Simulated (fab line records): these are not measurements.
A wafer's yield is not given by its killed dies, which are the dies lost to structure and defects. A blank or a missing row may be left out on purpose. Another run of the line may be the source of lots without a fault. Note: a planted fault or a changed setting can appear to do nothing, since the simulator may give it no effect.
fab line records -- flow n5-finfet
record lots=10, wafers=27, last-day=16
route steps=1938 shown WELL_APT@28 PMOS_HMC_CHANNEL_EPI@66 BEOL_M4@1111 PASSIVATION@1936
lots with no fault: from the same line, run without faults
start-h: hours from the record's first day to the start of the lot's first wafer shown -- wait-h: hours elapsed since this lot's preceding step -- " the same as in the row above -- L1.1+2: a row that stands for several wafers -- - no value, or no start given -- * or withheld: withheld -- < > ~ a bound
route shown NAME@n: a module of which the file shows steps, and the number in the route of the first -- usual: mean/standard deviation taken from wafers without a fault -- same: alike in all rows -- chamber/n: place in a boat -- sites: the reading at each site -- _std_site: their standard deviation -- _edge_site: mean of outer sites minus mean of inner sites -- radius-mm: how far each site lies from the wafer's centre -- mask NAME#n: copy n -- behind: the tool/chamber that last shaped the wafer -- hold: cause of the lot's hold/its duration in hours/its outcome -- device: the transistor (n, p or np) that didn't switch -- end of line: the tests these same wafers got at the end of their route -- for a step that has no rows: nothing shown but its recipe -- killed: the dies lost at the first sort to structure and to defects; this is not the yield of the wafer -- map: dies across one wafer; x = killed, . = not, _ = none there
set.NAME: setting as actually run; set.NAME@STEP: the setting as run at that earlier step -- model.NAME: the simulator's own value behind a step, which no gauge read
one table for each step of the route and one row for each wafer, over a sample of lots
services: from which hour (start-h, from the record's first day; less than 0 if before it) a tool's chamber was out of use, for how many hours, and why
## steps
# step N5_WELL_APT_CD_MEAS_08
# recipe target-cd-nm=200, landing-energy-ev=500, detector=se-inlens
# usual cd-nm=199.7/1.6
lot.wafer,tool,chamber,start-h,wait-h,cd-nm
L239.4,cd-sem-02,0,13.73,-,197.5
L239.5,cd-sem-02,0,13.73,-,197.6
L239.6,cd-sem-02,0,13.73,-,197.9
L243.1,cd-sem-03,0,38.16,-,200.8
L243.2,cd-sem-03,0,38.16,-,198.9
L243.4,cd-sem-03,0,38.16,-,200.8
L244.2,cd-sem-03,0,43.56,-,199.8
L244.3,cd-sem-03,0,43.56,-,199.1
L244.5,cd-sem-03,0,43.56,-,198.4
L248.1,cd-sem-02,0,67.68,-,200.9
L248.5,cd-sem-02,0,67.68,-,200.6
L251.1,cd-sem-03,0,85.95,-,200.9
L251.3,cd-sem-03,0,85.95,-,200.8
L251.4,cd-sem-03,0,85.95,-,201.0
L252.3,cd-sem-03,0,91.94,-,202.3
L252.4,cd-sem-03,0,91.94,-,201.0
L252.6,cd-sem-03,0,91.94,-,202.5
L253.3,cd-sem-01,0,97.86,-,198.5
L253.5,cd-sem-01,0,97.86,-,198.6
L253.6,cd-sem-01,0,97.86,-,198.7
L256.1,cd-sem-03,0,115.69,-,199.5
L256.4,cd-sem-03,0,115.69,-,200.9
L256.5,cd-sem-03,0,115.69,-,198.4
L257.3,cd-sem-03,0,121.60,-,201.2
L257.6,cd-sem-03,0,121.60,-,199.6
L259.4,cd-sem-01,0,133.73,-,201.8
L259.6,cd-sem-01,0,133.73,-,199.4
# step N5_WELL_APT_DESCUM_13
# recipe chemistry=O2, time-s=7.9, source-power-w=50, bias-power-w=20, pressure-mtorr=20, rf-frequency-hz=2.712e+07, temp-c=40, o2-flow-sccm=225
# usual bias-power-w=19.99/0.059, drypump-motor-current-A=5.7/0.54, oes-product-au=0.84/0.087, rf-vpp-V=243.6/1.6, showerhead-plenum-p-Torr=2.12/0.089, throttle-valve-pct=20.38/0.17
lot.wafer,tool,chamber,start-h,wait-h,bias-power-w,drypump-motor-current-A,oes-product-au,rf-hours-counter-h,rf-vpp-V,showerhead-plenum-p-Torr,throttle-valve-pct
L239.4,rie-diel-02,2,13.85,0.1,20.01,5.8,0.92,-,246.7,2.26,20.35
L239.5,rie-diel-02,3,13.85,0.1,19.96,4.7,0.96,-,243.7,2.05,20.39
L239.6,rie-diel-02,0,13.85,0.1,19.94,5.8,0.72,-,244.6,2.14,20.25
L243.1,rie-diel-01,2,38.25,0.0,20.05,6.4,0.74,200,243.4,2.06,20.35
L243.2,rie-diel-01,1,38.25,0.0,19.96,5.3,0.74,156,243.2,2.09,20.43
L243.4,rie-diel-01,3,38.25,0.0,19.97,5.7,0.66,245,242.3,2.05,20.83
L244.2,rie-diel-01,2,43.71,0.1,19.92,6.3,0.75,202,243.7,2.06,20.36
L244.3,rie-diel-01,1,43.71,0.1,20.01,5.3,0.74,158,243.6,2.09,20.44
L244.5,rie-diel-01,3,43.71,0.1,20.08,5.7,0.66,-,242.4,2.05,20.83
L248.1,rie-diel-06,1,67.77,0.0,19.82,6.7,0.84,76,241.5,2.02,20.42
L248.5,rie-diel-06,2,67.77,0.0,19.99,5.4,0.96,-,245.9,2.24,20.44
L251.1,rie-diel-06,3,86.03,0.0,19.92,5.1,0.91,28,243.7,2.21,20.26
L251.3,rie-diel-06,3,86.03,0.0,20.00,5.2,0.90,-,246.1,2.21,20.29
L251.4,rie-diel-06,1,86.03,0.0,19.92,6.6,0.82,-,242.8,2.02,20.43
L252.3,rie-diel-06,2,92.17,0.2,19.96,5.4,0.93,13,244.4,2.23,20.46
L252.4,rie-diel-06,3,92.17,0.2,20.00,5.2,0.90,-,245.1,2.20,20.28
L252.6,rie-diel-06,1,92.17,0.2,19.98,6.6,0.81,-,241.8,2.02,20.42
L253.3,rie-diel-02,0,97.95,0.0,19.95,5.9,0.91,11,243.0,2.13,19.98
L253.5,rie-diel-02,2,97.95,0.0,20.02,5.7,0.84,-,245.0,2.24,20.42
L253.6,rie-diel-02,1,97.95,0.0,19.97,5.6,0.89,-,244.0,2.14,20.17
L256.1,rie-diel-01,2,115.98,0.2,20.07,6.4,0.73,233,240.9,2.05,20.42
L256.4,rie-diel-01,1,115.98,0.2,20.09,5.3,0.72,188,243.8,2.08,20.50
L256.5,rie-diel-01,0,115.98,0.2,20.02,6.1,0.74,-,241.2,1.98,20.57
L257.3,rie-diel-01,3,122.71,1.1,19.98,5.7,0.89,14,241.8,2.05,20.37
L257.6,rie-diel-01,2,122.71,1.1,19.97,6.4,0.73,-,241.6,2.05,20.40
L259.4,rie-diel-02,0,134.10,0.3,20.05,5.9,0.87,27,243.2,2.12,20.01
L259.6,rie-diel-02,1,134.10,0.3,19.92,5.6,0.85,-,242.2,2.13,20.20
# step N5_WELL_APT_EPI_41
# recipe material=Si, target-thk-a=500, temp-c=650, precursor=SiH4/H2, pressure-torr=20, time-s=297.7
# usual run-length-s=356.1/2.9, throttle-valve-pct=11.8/0.51
lot.wafer,tool,chamber,start-h,wait-h,run-length-s,throttle-valve-pct
L239.4,epi-rpcvd-04,0,16.77,0.3,355.2,11.1
L239.5,epi-rpcvd-04,0,16.77,0.3,355.4,10.8
L239.6,epi-rpcvd-04,0,16.77,0.3,354.7,10.9
L243.1,epi-rpcvd-02,0,43.01,2.3,361.3,12.2
L243.2,epi-rpcvd-02,0,43.01,2.3,362.0,12.5
L243.4,epi-rpcvd-02,0,43.01,2.3,361.5,12.1
L244.2,epi-rpcvd-03,0,46.48,0.4,354.8,12.0
L244.3,epi-rpcvd-03,0,46.48,0.4,355.1,11.7
L244.5,epi-rpcvd-03,0,46.48,0.4,354.4,11.9
L248.1,epi-rpcvd-02,0,71.05,0.0,353.6,12.4
L248.5,epi-rpcvd-02,0,71.05,0.0,353.7,12.2
L251.1,epi-rpcvd-03,0,89.05,0.0,361.6,11.9
L251.3,epi-rpcvd-03,0,89.05,0.0,362.0,11.6
L251.4,epi-rpcvd-03,0,89.05,0.0,361.9,11.8
L252.3,epi-rpcvd-03,0,94.76,0.3,361.4,11.9
L252.4,epi-rpcvd-03,0,94.76,0.3,361.4,11.7
L252.6,epi-rpcvd-03,0,94.76,0.3,361.8,11.6
L253.3,epi-rpcvd-03,0,100.46,0.3,361.7,11.6
L253.5,epi-rpcvd-03,0,100.46,0.3,308.2,11.9
L253.6,epi-rpcvd-03,0,100.46,0.3,307.9,11.6
L256.1,epi-rpcvd-04,0,118.52,0.0,355.6,11.0
L256.4,epi-rpcvd-04,0,118.52,0.0,355.0,11.0
L256.5,epi-rpcvd-04,0,118.52,0.0,355.8,11.1
L257.3,epi-rpcvd-03,0,126.97,0.2,354.7,11.8
L257.6,epi-rpcvd-03,0,126.97,0.2,300.9,11.8
L259.4,epi-rpcvd-03,0,136.68,0.3,354.5,12.1
L259.6,epi-rpcvd-03,0,136.68,0.3,301.1,11.9
# step N5_PMOS_HMC_CHANNEL_EPI_OVL_MEAS_10
# recipe points-per-wafer=44
# usual PMOS_HMC_BLK_OVL=0.0/0.66
lot.wafer,tool,chamber,start-h,wait-h,PMOS_HMC_BLK_OVL[nm]
L239.4,overlay-02,0,17.59,0.0,-0.2
L239.5,overlay-02,0,17.59,0.0,-0.8
L239.6,overlay-02,0,17.59,0.0,-0.3
L243.1,overlay-02,0,44.20,0.0,0.3
L243.2,overlay-02,0,44.20,0.0,-0.3
L243.4,overlay-02,0,44.20,0.0,0.2
L244.2,overlay-02,0,47.49,0.0,0.1
L244.3,overlay-02,0,47.49,0.0,-0.3
L244.5,overlay-02,0,47.49,0.0,0.7
L248.1,overlay-02,0,72.16,0.0,-0.3
L248.5,overlay-02,0,72.16,0.0,-0.8
L251.1,overlay-01,0,90.50,0.0,-0.2
L251.3,overlay-01,0,90.50,0.0,0.0
L251.4,overlay-01,0,90.50,0.0,1.0
L252.3,overlay-02,0,95.84,0.0,0.8
L252.4,overlay-02,0,95.84,0.0,0.3
L252.6,overlay-02,0,95.84,0.0,0.4
L253.3,overlay-01,0,101.50,0.0,-0.4
L253.5,overlay-01,0,101.50,0.0,-1.4
L253.6,overlay-01,0,101.50,0.0,-0.8
L256.1,overlay-01,0,119.62,0.0,-0.9
L256.4,overlay-01,0,119.62,0.0,-0.3
L256.5,overlay-01,0,119.62,0.0,-1.2
L257.3,overlay-01,0,127.88,0.0,0.0
L257.6,overlay-01,0,127.88,0.0,0.0
L259.4,overlay-02,0,137.39,0.1,0.2
L259.6,overlay-02,0,137.39,0.1,1.0
# step N5_BEOL_M4_RC_MEAS_101
# usual CJ_N=4.35/0.079, CJ_P=5.79/0.16, DIBL_N=36.1/1.5, DIBL_P=36.1/1.9, IOFF_N=0.159/0.029, IOFF_P=0.21/0.038, ION_N=675/11, ION_P=464/8.1, RS_PWELL=3011/20, SS_N=71.5/0.57, SS_P=73.3/0.64, VT_N=249/3.1, VT_P=-250/3.8
lot.wafer,tool,chamber,start-h,wait-h,CJ_N,CJ_P,DIBL_N[mV/V],DIBL_P[mV/V],IOFF_N[nA/um],IOFF_P[nA/um],ION_N[uA/um],ION_P[uA/um],RS_PWELL[ohm/sq],SS_N[mV/dec],SS_P[mV/dec],VT_N[mV],VT_P[mV]
L239.4,prober-01,0,158.90,0.5,4.51,6.03,37.0,37.6,0.149,0.21,664,462,3015,71.6,73.3,249,-251
L239.5,prober-01,0,158.90,0.5,4.48,5.60,35.4,34.6,0.118,0.17,654,457,3014,71.8,72.9,255,-254
L239.6,prober-01,0,158.90,0.5,4.40,5.91,37.2,38.3,0.144,0.22,664,461,3005,71.6,73.2,252,-251
L243.1,prober-02,0,192.89,0.1,4.41,5.68,34.6,34.7,0.141,0.19,683,467,3037,70.9,72.6,250,-252
L243.2,prober-02,0,192.89,0.1,4.44,5.47,36.3,36.2,0.157,0.21,676,466,3008,72.1,73.3,249,-250
L243.4,prober-02,0,192.89,0.1,4.45,5.81,35.7,35.8,0.162,0.21,677,469,3015,71.3,72.5,249,-249
L244.2,prober-01,0,194.65,0.2,4.36,5.70,34.6,34.2,0.129,0.18,665,463,2984,71.2,72.7,252,-254
L244.3,prober-01,0,194.65,0.2,4.29,5.79,37.2,38.0,0.189,0.25,684,471,2967,72.2,74.2,248,-248
L244.5,prober-01,0,194.65,0.2,4.18,5.90,35.8,36.5,0.154,0.22,676,469,2987,71.4,73.1,248,-250
L248.1,prober-02,0,220.88,0.0,4.31,5.62,37.8,37.7,0.172,0.25,677,474,3014,71.8,73.7,247,-246
L248.5,prober-02,0,220.88,0.0,4.32,5.82,36.9,36.1,0.151,0.23,676,466,3043,71.4,73.1,249,-247
L251.1,prober-01,0,245.48,0.0,4.24,5.79,33.0,32.4,0.104,0.15,660,446,2974,70.9,72.5,255,-254
L251.3,prober-01,0,245.48,0.0,4.33,5.72,36.2,35.5,0.145,0.18,664,456,2986,71.4,73.0,252,-253
L251.4,prober-01,0,245.48,0.0,4.42,6.15,33.8,33.0,0.109,0.15,668,453,2990,71.1,72.2,256,-254
L252.3,prober-01,0,248.66,0.3,4.29,5.80,36.7,38.0,0.168,0.23,687,464,3015,71.7,73.1,249,-249
L252.4,prober-01,0,248.66,0.3,4.24,5.44,34.2,34.1,0.113,0.17,656,460,3020,70.8,73.2,256,-254
L252.6,prober-01,0,248.66,0.3,4.35,5.76,36.9,37.7,0.155,0.22,670,470,2996,71.5,74.0,250,-250
L253.3,prober-02,0,249.42,0.6,4.31,5.75,36.8,35.6,0.172,0.18,677,454,3016,71.0,73.2,248,-253
L253.5,prober-02,0,249.42,0.6,4.92,3.93,36.0,36.2,0.160,0.21,672,474,3108,70.5,73.3,250,-251
L253.6,prober-02,0,249.42,0.6,4.91,3.97,36.7,36.9,0.167,0.20,668,455,3152,71.5,74.3,247,-253
L256.1,prober-01,0,269.52,0.0,4.15,5.93,35.6,37.1,0.150,0.19,663,457,3018,71.3,73.5,253,-254
L256.4,prober-01,0,269.52,0.0,4.23,5.90,36.9,37.5,0.166,0.19,676,460,3003,72.4,73.6,248,-254
L256.5,prober-01,0,269.52,0.0,4.26,5.74,36.6,37.7,0.169,0.20,675,457,2981,72.3,73.7,251,-254
L257.3,prober-01,0,274.37,0.3,4.43,5.71,35.8,37.9,0.181,0.23,684,467,3037,71.9,72.8,247,-248
L257.6,prober-01,0,274.37,0.3,5.01,4.17,37.0,39.6,0.185,0.27,671,471,3130,71.9,74.1,246,-246
L259.4,prober-01,0,281.77,0.5,4.32,5.80,34.5,34.2,0.131,0.21,674,467,3022,71.0,71.9,248,-245
L259.6,prober-01,0,281.77,0.5,4.95,4.37,38.3,39.8,0.193,0.32,684,481,3126,72.1,73.6,246,-240
# step N5_PASSIVATION_PROBE_49
# usual defect-limited-yield=91.5/1.6, killed_at_M0_to_M3=33/10, killed_at_M4_up=13/5.6, killed-at-contacts=13/6, killed-at-front-end=39/12, killed-at-other=3.0/2.8, killed-dies=101/19, killed-on-rim=13/4, killed-open=65/13, killed-short=32/8.3, sort_bin_4_leakage=0.00/0.0072, sort_bin_5_function=5.0/1, sort_bin_6_memory=3.1/0.69, sort-n-pass=1079/19, sort-yield-pct=91.5/1.6
# same gross-dies=1180, killed-at-back-side=0, sort_bin_8_speed[%]=0
lot.wafer,tool,chamber,start-h,wait-h,defect-limited-yield[%],killed_at_M0_to_M3,killed_at_M4_up,killed-at-contacts,killed-at-front-end,killed-at-other,killed-dies,killed-on-rim,killed-open,killed-short,sort_bin_4_leakage[%],sort_bin_5_function[%],sort_bin_6_memory[%],sort-n-pass,sort-yield-pct[%]
L248.1,prober-02,-,323.61,0.0,91.0,49,19,11,24,3,106,18,71,34,0,5.8,3.0,1074,91.0
L248.5,prober-02,-,323.81,0.2,88.6,43,12,35,44,0,134,15,83,49,0,7.3,4.0,1046,88.6
L252.3,prober-02,-,353.86,0.1,93.2,17,11,5,47,0,80,11,51,24,0,4.2,2.4,1100,93.2
L252.4,prober-02,-,353.91,0.2,90.8,31,2,18,54,3,108,14,71,33,0,5.4,3.4,1072,90.8
L252.6,prober-02,-,354.01,0.3,93.1,32,5,7,36,2,82,7,42,38,0,3.8,2.7,1098,93.1
L257.3,prober-01,-,376.99,0.1,93.1,18,9,17,36,1,81,8,51,19,0,3.8,2.0,1099,93.1
L259.4,prober-02,-,380.74,0.2,90.3,37,20,22,33,2,114,18,80,30,0,5.8,3.6,1066,90.3
L259.6,prober-02,-,380.84,0.3,88.7,62,8,25,32,6,133,20,94,39,0.08,6.3,4.4,1046,88.6
L256.1,prober-02,-,389.49,0.0,94.8,15,10,14,22,0,61,9,42,15,0,3.4,1.7,1119,94.8
L256.4,prober-02,-,389.64,0.2,92.9,28,13,8,34,1,84,10,53,24,0,3.4,3.0,1096,92.9
L256.5,prober-02,-,389.69,0.2,94.1,15,5,19,29,2,70,8,47,21,0,3.0,2.9,1110,94.1
# killed by level:class
L248.1 BEOL_M3:geometric-particle:open=11 MOL_CONTACT_COAG:geometric-particle:open=10 FIN_SAQP:geometric-particle:open=9 BEOL_M0_SAQP:geometric-particle:short=9 BEOL_M4:geometric-particle:open=8 BEOL_M0:geometric-particle:open=7 BEOL_M2:geometric-particle:open=6 FIN_SAQP:geometric-particle:short=5
L248.5 MOL_CONTACT_COAG:geometric-particle:open=25 BEOL_M0_SAQP:geometric-particle:short=14 BEOL_M0_SAQP:geometric-particle:open=13 FIN_SAQP:geometric-particle:open=11 FIN_SAQP:geometric-particle:short=11 MOL_CONTACT_COAG:geometric-particle:short=9 STARTING-WAFER:geometric-particle:open=6 BEOL_M0:geometric-particle:open=5
L252.3 FIN_SAQP:geometric-particle:open=10 FIN_SAQP:geometric-particle:short=8 STI_FIN_REVEAL:geometric-particle:open=7 BEOL_M4:geometric-particle:open=7 GATE_CUT:geometric-particle:short=6 BEOL_M1:geometric-particle:open=5 BEOL_M2:geometric-particle:open=5 STARTING-WAFER:geometric-particle:open=4
L252.4 FIN_SAQP:geometric-particle:open=19 MOL_CONTACT_COAG:geometric-particle:open=16 FIN_SAQP:geometric-particle:short=10 BEOL_M0_SAQP:geometric-particle:open=7 BEOL_M3:geometric-particle:open=6 DUMMY_GATE:geometric-particle:open=5 BEOL_M3:geometric-particle:short=5 GATE_CUT:geometric-particle:short=4
L252.6 FIN_SAQP:geometric-particle:short=8 MOL_CONTACT_COAG:geometric-particle:open=6 BEOL_M2:geometric-particle:open=6 BEOL_M3:geometric-particle:open=6 STARTING-WAFER:geometric-particle:short=6 GATE_CUT:geometric-particle:short=5 BEOL_M0_SAQP:geometric-particle:short=5 FIN_SAQP:geometric-particle:open=4
L257.3 MOL_CONTACT_COAG:geometric-particle:open=14 HKMG_FIN:area-etch=10 BEOL_M2:geometric-particle:open=7 BEOL_M3:geometric-particle:open=5 BEOL_M4:geometric-particle:open=5 DUMMY_GATE:geometric-particle:open=4 BEOL_M0_SAQP:geometric-particle:open=4 FIN_SAQP:geometric-particle:open=3
L259.4 MOL_CONTACT_COAG:geometric-particle:open=22 BEOL_M1:geometric-particle:open=11 BEOL_M4:geometric-particle:open=11 BEOL_M0_SAQP:geometric-particle:open=9 STI_FIN_REVEAL:geometric-particle:open=6 FIN_SAQP:geometric-particle:short=5 GATE_CUT:geometric-particle:short=5 STARTING-WAFER:geometric-particle:short=5
L259.6 MOL_CONTACT_COAG:geometric-particle:open=21 BEOL_M3:geometric-particle:open=18 BEOL_M1:geometric-particle:open=15 STI_FIN_REVEAL:geometric-particle:open=13 BEOL_M0_SAQP:geometric-particle:short=9 BEOL_M0_SAQP:geometric-particle:open=7 BEOL_M2:geometric-particle:open=7 BEOL_M3:geometric-particle:short=5
L256.1 MOL_CONTACT_COAG:geometric-particle:open=13 STI_FIN_REVEAL:geometric-particle:open=7 BEOL_M3:geometric-particle:open=6 STARTING-WAFER:geometric-particle:open=4 GATE_CUT:geometric-particle:open=3 GATE_CUT:geometric-particle:short=2 BEOL_M0_SAQP:geometric-particle:short=2 BEOL_M2:geometric-particle:open=2
L256.4 STI_FIN_REVEAL:geometric-particle:open=10 BEOL_M3:geometric-particle:open=8 HKMG_FIN:area-etch=7 BEOL_M1:geometric-particle:open=6 MOL_CONTACT_COAG:geometric-particle:open=5 BEOL_M8:geometric-particle:open=4 GATE_CUT:geometric-particle:short=3 MOL_CONTACT_COAG:geometric-particle:short=3
L256.5 MOL_CONTACT_COAG:geometric-particle:open=16 BEOL_M3:geometric-particle:open=8 STARTING-WAFER:geometric-particle:short=6 STI_FIN_REVEAL:geometric-particle:open=5 DUMMY_GATE:geometric-particle:open=3 SPACER0:geometric-particle:short=3 MOL_CONTACT_COAG:geometric-particle:short=3 GATE_CUT:geometric-particle:short=2
## services
tool,chamber,start-h,hours,kind
rie-diel-02,1,-3.48,2.6,repair
rie-diel-06,3,-1.29,-,clean
rie-diel-06,3,-1.29,-,consumable-replace:focus-ring
rie-diel-06,3,-1.29,-,consumable-replace:showerhead
rie-diel-06,3,-1.29,12.9,scheduled-down
rie-diel-06,3,-1.29,12.9,vent-cycle
rie-diel-02,1,-0.32,-,clean
rie-diel-02,1,-0.32,-,consumable-replace:focus-ring
rie-diel-02,1,-0.32,23.1,scheduled-down
epi-rpcvd-02,-,16.21,6.0,pm
epi-rpcvd-04,-,17.28,30.2,repair
epi-rpcvd-03,-,38.28,8.1,pm
rie-diel-01,0,40.40,11.1,repair
rie-diel-01,3,59.68,14.2,repair
rie-diel-01,-,68.27,2.8,pm
rie-diel-02,1,68.50,2.2,repair
rie-diel-06,0,68.51,6.8,repair
rie-diel-01,3,73.94,-,clean
rie-diel-01,3,73.94,-,consumable-replace:focus-ring
rie-diel-01,3,73.94,15.8,scheduled-down
rie-diel-01,3,73.94,15.8,vent-cycle
rie-diel-06,2,83.58,4.7,repair
rie-diel-02,2,92.12,3.4,repair
rie-diel-06,-,104.51,28.1,pm
## key
first-sign step=N5_WELL_APT_EPI_41, reading=run-length-s, direction=down, sigmas=18, usual=*, struck=*
effect step=N5_BEOL_M4_RC_MEAS_101, reading=CJ_P, direction=down, sigmas=11, usual=5.79, struck=4.11
effect step=N5_BEOL_M4_RC_MEAS_101, reading=CJ_N, direction=up, sigmas=7.5, usual=4.35, struck=4.95
effect step=N5_BEOL_M4_RC_MEAS_101, reading=RS_PWELL, direction=up, sigmas=6, usual=3011, struck=3129
met-at N5_WELL_APT_EPI_41
struck-lots L253,L257,L259
struck-wafers L253.5,L253.6,L257.6,L259.6
baseline-loss step=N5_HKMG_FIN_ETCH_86, wafers=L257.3
not-acting-at N5_WELL_APT_CD_MEAS_08,N5_WELL_APT_DESCUM_13,N5_PMOS_HMC_CHANNEL_EPI_OVL_MEAS_10
onset-between 94.76 100.46
fault kind=process-parameter-drift, tool=epi-rpcvd-03, chamber=-, onset-h=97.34, steps=N5_WELL_APT_EPI_41, channel=time-s, offset=*, shape=step, end-h=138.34, scope=struck-wafers-only, acts-in=*, stated=*
# baseline-loss: these wafers lose ten dies or more at that step, a loss of the line's own and not of a fault; the sort's usual values leave them out
